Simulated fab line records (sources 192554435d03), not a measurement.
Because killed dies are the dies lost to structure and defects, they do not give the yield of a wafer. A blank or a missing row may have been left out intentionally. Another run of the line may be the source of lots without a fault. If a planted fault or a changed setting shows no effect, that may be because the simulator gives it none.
Problem report in the 8D (eight disciplines) form, filled by code -- flow n5_finfet -- the parts of the form that need people (team, actions taken, sign-off) are left out

## 1. WHAT IS WRONG
Wafers free of any fault read 3005 ohm/sq (standard deviation 22) for RS_PWELL at N5_BEOL_M4_RC_MEAS_101, against a mean of 3967 ohm/sq on 6 wafers of 2 lots. Relative to the usual mean, that is a shift of +44 standard deviations.
First seen on wafer L495.2, day 10 04:53, on prober-02. Wafers with a number at this step in the record: 30, from 10 lots. Rule for "out" (also "out of limits"): further than 4 standard deviations from the usual mean. The rest of the wafers with a number are treated as sound.

## 2. WHAT IT IS, AND WHAT IT ISN'T
question,is,is not
which readings at this step,RS_PWELL,"DIBL_N, DIBL_P, IOFF_N, IOFF_P, ION_N, ION_P, SS_P, VT_N, VT_P"
which lots,"L495, L497","L488, L489, L491, L501, L502, L503, L504, L509"
which wafers of those lots,all that have a number,-
read on which gauges,prober-02,prober-01
when,from day 10 04:53,"up to then (6 sound wafers); but 18 sound wafers of L488, L501, L502, L503, L504, L509 came after"

## 3. THE SUSPECTS, EACH WITH WHAT RULES IT OUT
Counting: a tool stays on the suspect list if, at a process step up to the reading, it processed all lots that are out and no sound lot following the first of them.
- the gauge at N5_BEOL_M4_RC_MEAS_101 has been ruled out. All the wafers that are out were read on prober-02, but those of them that N5_WELL_APT_IMPLANT_31 has rows for are out there too, on other tools.
- pecvd-04 at N5_ZERO_LAYER_PECVD_02 (deposits SiO2 from SiH4/N2O, target thk 10 nm, time 6 s): kept. All lots that are out passed through it, beginning with L495 at day 3 18:17, and no sound lot followed; its final sound lot before that point was L491 at day 2 18:18.
- rie_diel-02 at N5_ZERO_LAYER_ETCH_17 (etches SiO2 in CF4, target depth 12 nm, time 13.3 s): ruled out as a lasting fault. The sound lots L502, L503, L504 went through it after L495, its earliest lot that is out (day 3 18:55).
- implanter-02 at N5_WELL_APT_IMPLANT_31: ruled out as a lasting fault. The sound lots L509 went through it after L495, its earliest lot that is out (day 3 21:23).
Remaining after the count: pecvd-04 at N5_ZERO_LAYER_PECVD_02.

## 4. THE CAUSE (what the simulator had put in)
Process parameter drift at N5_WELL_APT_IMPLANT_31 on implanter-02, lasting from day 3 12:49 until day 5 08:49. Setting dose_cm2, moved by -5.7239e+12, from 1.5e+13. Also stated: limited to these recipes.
Counting ruled it out, wrongly: the rule takes a fault to strike every lot that its tool runs from its start on, and this one did not.

## 5. THE EFFECT CHAIN, in route order
Each row: a reading whose mean over the struck wafers that have a number lies more than 3 standard deviations from the usual. Only readings for which the record gives a usual standard deviation are gone through. hours: the time from each lot's start at the first step in this table that gives one to its start at this step, as a median over the lots. sigmas: the change in usual standard deviations.
hours,step,reading,usual,on struck wafers,change,sigmas
0,N5_WELL_APT_IMPLANT_31,dose_ions_cm2,1.4999e+13,9.2742e+12,-5.7248e+12,-99 or more
0,N5_WELL_APT_IMPLANT_31,faraday_current_uA,190,120,-70,-18
152,N5_BEOL_M4_RC_MEAS_101,RS_PWELL,3005 ohm/sq,3967,+962,+44
Process steps it contains:
- N5_WELL_APT_IMPLANT_31

## 6. HOW IT WOULD HAVE BEEN CAUGHT EARLIER
160 hours passed between the start of the fault at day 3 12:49 and the first reading out of limits at a measuring or inspecting step in this record, taken at day 10 04:53.
Tool's own readings at N5_WELL_APT_IMPLANT_31, dose_ions_cm2, faraday_current_uA: out on all struck wafers the step has rows for; an alarm limit on them would have tripped on the first.
